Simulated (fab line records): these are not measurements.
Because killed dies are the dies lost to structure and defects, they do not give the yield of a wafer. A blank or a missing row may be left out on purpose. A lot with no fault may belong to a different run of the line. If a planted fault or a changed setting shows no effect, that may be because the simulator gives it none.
Which tool did it?    flow n5_finfet    40 wafers from 14 lots sampled at 5 of the route's 1938 steps

## WHAT EACH GAUGE READ, for each wafer
N5_BEOL_M14_RS_MEAS_54: a four-point-probe measurement. Usual: for M14_RS the level is 0.0332 ohm/sq and the standard deviation is 0.0013.
lot   measured      on             M14_RS (ohm/sq)       flag
L971  day 11 11:33  film_metro-02  0.0304 0.0346 0.0302  
L973  day 12 06:11  film_metro-02  0.0348 0.0348 0.0320  
L972  day 12 12:49  film_metro-01  0.0319 0.0335 0.0314  
L976  day 13 15:54  film_metro-02  0.0318 0.0310 0.0316  
L980  day 14 01:11  film_metro-02  0.0345 0.0342 0.0341  
L981  day 14 21:54  film_metro-01  0.0338 0.0324         
L983  day 14 22:10  film_metro-01  0.0333 0.0338 0.0344  
L982  day 15 03:32  film_metro-02  0.0318 0.0346 0.0318  
L985  day 15 09:28  film_metro-02  0.0342 0.0338         
L986  day 15 15:58  film_metro-02  0.0339 0.0348 0.0340  
L990  day 16 09:32  film_metro-02  0.0343 0.0319 0.0318  
L989  day 16 09:43  film_metro-02  0.0337 0.0318 0.0313  
L992  day 16 22:27  film_metro-01  0.0302 0.0332 0.0325  
L991  day 17 02:44  film_metro-01  0.0319 0.0335 0.0346  

N5_BEOL_M15_CD_MEAS_17: target cd 360 nm. Usual: cd_nm at 361.1 nm, with a standard deviation of 2.6.
lot   measured      on         cd_nm (nm)         flag
L971  day 11 13:00  cd_sem-01  361.2 358.6 359.4  
L973  day 12 07:31  cd_sem-02  361.5 361.7 366.3  
L972  day 12 14:08  cd_sem-02  359.3 361.5 360.9  
L976  day 13 17:55  cd_sem-01  366.8 360.4 366.1  
L980  day 14 02:31  cd_sem-01  360.7 363.0 361.0  
L981  day 14 23:26  cd_sem-01  361.8 359.8        
L983  day 14 23:46  cd_sem-02  362.4 361.0 361.8  
L982  day 15 04:44  cd_sem-01  - - -              OFF
L985  day 15 11:11  cd_sem-02  - -                OFF
L986  day 15 17:38  cd_sem-02  360.0 360.5 356.8  
L990  day 16 11:17  cd_sem-01  365.5 361.3 366.1  
L989  day 16 11:19  cd_sem-02  357.3 358.7 358.2  
L992  day 16 23:46  cd_sem-02  362.2 357.2 359.6  
L991  day 17 04:20  cd_sem-03  360.0 361.5 360.6  

## WHICH TOOL RAN EACH LOT (tool, then ch and the chambers of the sampled wafers, then the start)
lot   N5_BEOL_M15_ETCH_59                 N5_BEOL_M15_VIA_ETCH_16             N5_BEOL_M15_STRIP_63
L971  rie_diel-02 ch 0,1,2, day 11 12:32  rie_diel-02 ch 0,1,2, day 11 12:35  rie_diel-02 ch 0,1,2, day 11 13:00 or earlier
L973  rie_diel-05 ch 1,2, day 12 07:04    rie_diel-05 ch 1,2, day 12 07:07    rie_diel-05 ch 1,2, day 12 07:31 or earlier
L972  rie_diel-05 ch 1,3, day 12 13:40    rie_diel-05 ch 1,3, day 12 13:43    rie_diel-05 ch 1,3, day 12 14:08 or earlier
L976  rie_diel-05 ch 1,2, day 13 17:27    rie_diel-05 ch 1,2, day 13 17:30    rie_diel-05 ch 1,2, day 13 17:55 or earlier
L980  rie_diel-05 ch 1,2, day 14 02:03    rie_diel-05 ch 1,2, day 14 02:06    rie_diel-05 ch 1,2, day 14 02:31 or earlier
L981  rie_diel-05 ch 0,3, day 14 22:59    rie_diel-05 ch 0,3, day 14 23:08    rie_diel-05 ch 0,3, day 14 23:26 or earlier
L983  rie_diel-02 ch 0,1,3, day 14 23:18  rie_diel-02 ch 0,1,3, day 14 23:21  rie_diel-02 ch 0,1,3, day 14 23:46 or earlier
L982  rie_diel-02 ch 1,2, day 15 04:17    rie_diel-02 ch 1,2, day 15 04:20    rie_diel-02 ch 1,2, day 15 04:44 or earlier
L985  rie_diel-05 ch 1, day 15 10:43      rie_diel-05 ch 1, day 15 10:46      rie_diel-05 ch 1, day 15 11:11 or earlier
L986  rie_diel-02 ch 1,2, day 15 17:10    rie_diel-02 ch 1,2, day 15 17:13    rie_diel-02 ch 1,2, day 15 17:38 or earlier
L990  rie_diel-03 ch 0,2,3, day 16 10:49  rie_diel-03 ch 0,2,3, day 16 10:52  rie_diel-03 ch 0,2,3, day 16 11:17 or earlier
L989  rie_diel-02 ch 1,2, day 16 10:50    rie_diel-02 ch 1,2, day 16 10:53    rie_diel-02 ch 1,2, day 16 11:19 or earlier
L992  rie_diel-02 ch 1,3, day 16 23:19    rie_diel-02 ch 1,3, day 16 23:22    rie_diel-02 ch 1,3, day 16 23:46 or earlier
L991  rie_diel-05 ch 0,1,3, day 17 03:52  rie_diel-05 ch 0,1,3, day 17 03:55  rie_diel-05 ch 0,1,3, day 17 04:20 or earlier
- N5_BEOL_M15_ETCH_59: etches BARC in N2/H2, target depth 89 nm, overetch 26.7 nm, time 67.9 s.
- N5_BEOL_M15_VIA_ETCH_16: etches SiO2 in C4F8/O2/Ar, target depth 1792.2 nm.
- N5_BEOL_M15_STRIP_63: strips in O2.

## WHAT THE TOOLS THEMSELVES READ (means of the sampled wafers that have a number; where no wafer has one, the mark that the record gives instead)
N5_BEOL_M15_ETCH_59. Usual: bias_w 150.0 W, standard deviation 0.47; chamber_pressure_mTorr 30.000 mTorr, standard deviation 0.027; drypump_motor_current_A 5.8 A, standard deviation 0.48; n2_flow_sccm 200.1 sccm, standard deviation 0.56; oes_product_au 0.66 a.u., standard deviation 0.058; rf_vpp_V 523.1 V, standard deviation 1.9; showerhead_plenum_p_Torr 2.51 Torr, standard deviation 0.052; throttle_valve_pct 17.87 %, standard deviation 0.28.
lot   tool         bias_w (W)  chamber_pressure_mTorr (mTorr)  drypump_motor_current_A (A)  n2_flow_sccm (sccm)  oes_product_au (a.u.)  rf_vpp_V (V)  showerhead_plenum_p_Torr (Torr)  throttle_valve_pct (%)  flag
L971  rie_diel-02  149.8       30.019                          5.9                          200.0                0.67                   521.6         2.49                             17.78                   
L973  rie_diel-05  149.8       30.001                          5.8                          199.7                0.65                   525.3         2.56                             17.57                   
L972  rie_diel-05  149.5       29.989                          6.2                          200.1                0.65                   523.0         2.51                             18.06                   
L976  rie_diel-05  150.0       29.987                          5.8                          199.6                0.64                   524.4         2.55                             17.60                   
L980  rie_diel-05  150.2       30.043                          5.7                          201.2                0.62                   525.9         2.58                             17.65                   
L981  rie_diel-05  149.5       29.990                          6.1                          200.1                0.72                   521.7         2.48                             17.95                   
L983  rie_diel-02  150.3       29.993                          5.5                          199.6                0.65                   521.5         2.49                             17.94                   
L982  rie_diel-02  149.9       30.012                          5.9                          200.4                0.63                   522.6         2.46                             17.94                   
L985  rie_diel-05  150.5       30.018                          5.7                          200.8                0.60                   527.2         2.59                             17.70                   
L986  rie_diel-02  149.8       30.031                          6.2                          200.0                0.60                   522.3         2.48                             17.97                   
L990  rie_diel-03  150.5       30.006                          5.9                          200.6                0.69                   523.7         2.53                             17.76                   
L989  rie_diel-02  150.0       29.982                          6.2                          200.0                0.60                   522.5         2.48                             17.98                   
L992  rie_diel-02  150.2       30.006                          5.5                          200.7                0.62                   522.1         2.50                             18.24                   
L991  rie_diel-05  149.8       29.996                          6.0                          199.7                0.66                   523.7         2.51                             17.89                   

N5_BEOL_M15_VIA_ETCH_16. Usual: C4F8_flow_sccm 16.00 sccm, standard deviation 0.048; O2_flow_sccm 12.00 sccm, standard deviation 0.034; drypump_motor_current_A 5.8 A, standard deviation 0.48; he_inner_torr 15.00 Torr, standard deviation 0.033; oes_o_777_au 0.78 a.u., standard deviation 0.075; oes_product_au 0.70 a.u., standard deviation 0.067; rf_vpp_V 2237 V, standard deviation 41; showerhead_plenum_p_Torr 3.39 Torr, standard deviation 0.061; throttle_valve_pct 30.74 %, standard deviation 0.26.
lot   tool         C4F8_flow_sccm (sccm)  O2_flow_sccm (sccm)  drypump_motor_current_A (A)  he_inner_torr (Torr)  oes_o_777_au (a.u.)  oes_product_au (a.u.)  rf_vpp_V (V)  showerhead_plenum_p_Torr (Torr)  throttle_valve_pct (%)  flag
L971  rie_diel-02  16.02                  12.01                5.8                          15.01                 0.81                 0.70                   2250          3.37                             30.73                   
L973  rie_diel-05  16.06                  12.01                5.8                          15.00                 0.79                 0.69                   2168          3.46                             30.51                   
L972  rie_diel-05  16.02                  12.00                6.2                          15.00                 0.77                 0.69                   2210          3.41                             31.09                   
L976  rie_diel-05  16.03                  11.98                5.8                          15.01                 0.78                 0.68                   2166          3.46                             30.52                   
L980  rie_diel-05  16.00                  12.00                5.8                          15.00                 0.74                 0.65                   2170          3.48                             30.52                   
L981  rie_diel-05  15.99                  12.03                6.1                          15.00                 0.82                 0.76                   2246          3.37                             30.99                   
L983  rie_diel-02  15.98                  12.00                5.5                          14.99                 0.78                 0.70                   2266          3.35                             30.72                   
L982  rie_diel-02  -                      -                    -                            -                     -                    -                      -             -                                -                       OFF
L985  rie_diel-05  -                      -                    -                            -                     -                    -                      -             -                                -                       OFF
L986  rie_diel-02  15.98                  12.01                6.2                          14.98                 0.72                 0.63                   2228          3.37                             30.89                   
L990  rie_diel-03  15.96                  12.00                5.9                          14.98                 0.83                 0.73                   2228          3.41                             30.66                   
L989  rie_diel-02  15.92                  11.98                6.2                          14.98                 0.72                 0.63                   2228          3.37                             30.90                   
L992  rie_diel-02  16.03                  12.01                5.5                          14.96                 0.71                 0.64                   2261          3.34                             30.81                   
L991  rie_diel-05  15.99                  12.02                6.0                          14.97                 0.77                 0.71                   2221          3.40                             30.85                   

N5_BEOL_M15_STRIP_63. Usual: drypump_motor_current_A 5.8 A, standard deviation 0.48; oes_product_au 0.77 a.u., standard deviation 0.072; rf_vpp_V 3.7 V, standard deviation 0.77; showerhead_plenum_p_Torr 2.08 Torr, standard deviation 0.046; throttle_valve_pct 16.68 %, standard deviation 0.26.
lot   tool         drypump_motor_current_A (A)  oes_product_au (a.u.)  rf_vpp_V (V)  showerhead_plenum_p_Torr (Torr)  throttle_valve_pct (%)  flag
L971  rie_diel-02  5.8                          0.78                   3.7           2.07                             16.63                   
L973  rie_diel-05  5.8                          0.75                   3.5           2.13                             16.54                   
L972  rie_diel-05  6.1                          0.77                   3.9           2.09                             16.83                   
L976  rie_diel-05  5.8                          0.74                   3.0           2.12                             16.58                   
L980  rie_diel-05  5.7                          0.72                   4.3           2.14                             16.57                   
L981  rie_diel-05  6.1                          0.85                   4.0           2.04                             16.60                   
L983  rie_diel-02  5.5                          0.76                   3.5           2.05                             16.66                   
L982  rie_diel-02  5.9                          0.72                   3.5           2.04                             16.76                   
L985  rie_diel-05  5.6                          0.69                   4.3           2.15                             16.60                   
L986  rie_diel-02  6.2                          0.70                   3.5           2.08                             16.94                   
L990  rie_diel-03  5.9                          0.81                   3.8           2.10                             16.62                   
L989  rie_diel-02  6.2                          0.70                   4.1           2.07                             16.95                   
L992  rie_diel-02  5.5                          0.71                   3.8           2.05                             16.87                   
L991  rie_diel-05  6.0                          0.79                   3.8           2.07                             16.63                   

## THE ANSWER, worked out from the rows above alone
Rule: lot off if the mean of its wafers having a number is beyond 3 standard deviations from the usual mean. Also off: a lot with no number at a reading for which 4 or more lots have one. All remaining lots with rows at the step are treated as sound. After the gauges, taken in route order, come the tools' own readings; for these a lot's mean is taken, as printed above. The first step at which some lot is off is used, and at that step the reading that is off furthest; a lot without a number counts as furthest.
Off at N5_BEOL_M15_CD_MEAS_17 (cd_nm): L982, L985. Without a number there: L982, L985.
A tool fits if, at a process step before that reading, it ran every lot that is off, and no sound lot after the first of them. The gauges at N5_BEOL_M15_CD_MEAS_17 aren't tried: what is off there is off at N5_BEOL_M15_VIA_ETCH_16 too, on other tools, and a gauge's error can't cause that. Because N5_BEOL_M15_STRIP_63 lacks a start for some lots, the hours and order of its lots are taken from N5_BEOL_M15_CD_MEAS_17. Of those tried, none fits.

## WHAT HAD BEEN PUT IN BY THE SIMULATOR
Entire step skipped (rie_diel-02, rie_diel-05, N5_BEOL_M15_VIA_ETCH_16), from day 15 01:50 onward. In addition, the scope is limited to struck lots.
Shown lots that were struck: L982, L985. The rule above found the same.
